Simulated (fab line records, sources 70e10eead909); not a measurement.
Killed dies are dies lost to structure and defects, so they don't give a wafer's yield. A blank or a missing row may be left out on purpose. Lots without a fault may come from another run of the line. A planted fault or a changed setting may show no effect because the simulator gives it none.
Chamber matching | flow nand_harc | NHARC_A_SGD_CUT_ETCHBACK_24 on rie_diel-05: 4 sister chambers
The step etches the open film in CH3F/O2, target depth 50 nm, time 92.857 s. 14 wafers are shown with their chamber, then 7 later ones without.

WAFERS WITH THEIR CHAMBER
wafer  | chamber | drypump_motor_current_A (A) | rf_vpp_V (V) | throttle_valve_pct (%)
L078.2 | 1       | 5.9                         | 242.4        | 20.662
L078.3 | 3       | 5.8                         | 246.4        | 20.669
L078.4 | 2       | 5.9                         | 241.6        | 20.666
L080.3 | 2       | 5.9                         | 242.7        | 20.670
L080.4 | 1       | 5.9                         | 243.6        | 20.650
L080.5 | 2       | 5.9                         | 240.9        | 20.668
L081.2 | 1       | 5.9                         | 243.2        | 20.653
L081.5 | 0       | 5.8                         | 241.9        | 20.665
L081.6 | 1       | 5.9                         | 243.2        | 20.662
L085.1 | 1       | 5.9                         | 242.5        | 20.668
L085.2 | 0       | 5.8                         | 242.0        | 20.659
L085.5 | 0       | 5.7                         | 241.9        | 20.644
L093.1 | 3       | 5.8                         | 246.5        | 20.660
L093.4 | 2       | 5.9                         | 243.2        | 20.662

SIGNATURES (means of the wafers above)
reading                 | chamber 0 | chamber 1 | chamber 2 | chamber 3 | scatter within a chamber
drypump_motor_current_A | 5.767     | 5.900     | 5.900     | 5.800     | 0.0258
rf_vpp_V                | 241.933   | 242.980   | 242.100   | 246.450   | 0.657
throttle_valve_pct      | 20.65600  | 20.65900  | 20.66650  | 20.66450  | 0.00725
Rule: a wafer's distance from a chamber is the root of the sum, over the readings, of the square of ((its reading less the chamber's mean) divided by the reading's scatter). The wafer belongs to the nearest chamber; if the next one is less than 2 further off, it can't be placed. The scatter: the root of (the sum of the squares of (reading less its chamber's mean) over the shown wafers, divided by (wafers less chambers)).

WAFERS WITHOUT THEIR CHAMBER
wafer  | drypump_motor_current_A (A) | rf_vpp_V (V) | throttle_valve_pct (%)
L093.6 | 5.9                         | 242.2        | 20.652
L095.1 | 6.0                         | 242.4        | 20.668
L095.3 | 5.8                         | 246.9        | 20.642
L095.5 | 5.9                         | 243.0        | 20.668
L097.1 | 5.9                         | 241.8        | 20.657
L097.4 | 5.9                         | 243.7        | 20.663
L097.5 | 5.8                         | 241.8        | 20.676

WHICH CHAMBER EACH WENT THROUGH
wafer  | from the rows above          | in truth
L093.6 | can't be placed: 1 or 2      | 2
L095.1 | can't be placed: 2 or 1      | 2
L095.3 | 3                            | 3
L095.5 | can't be placed: 1 or 2      | 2
L097.1 | can't be placed: 2 or 1      | 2
L097.4 | can't be placed: 1 or 2      | 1
L097.5 | can't be placed: 0 or 2 or 1 | 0
Placed correctly: 1 of 7. Can't be placed from these rows: 6 (the true chamber is among the candidates in 6). Placed wrongly: 0.
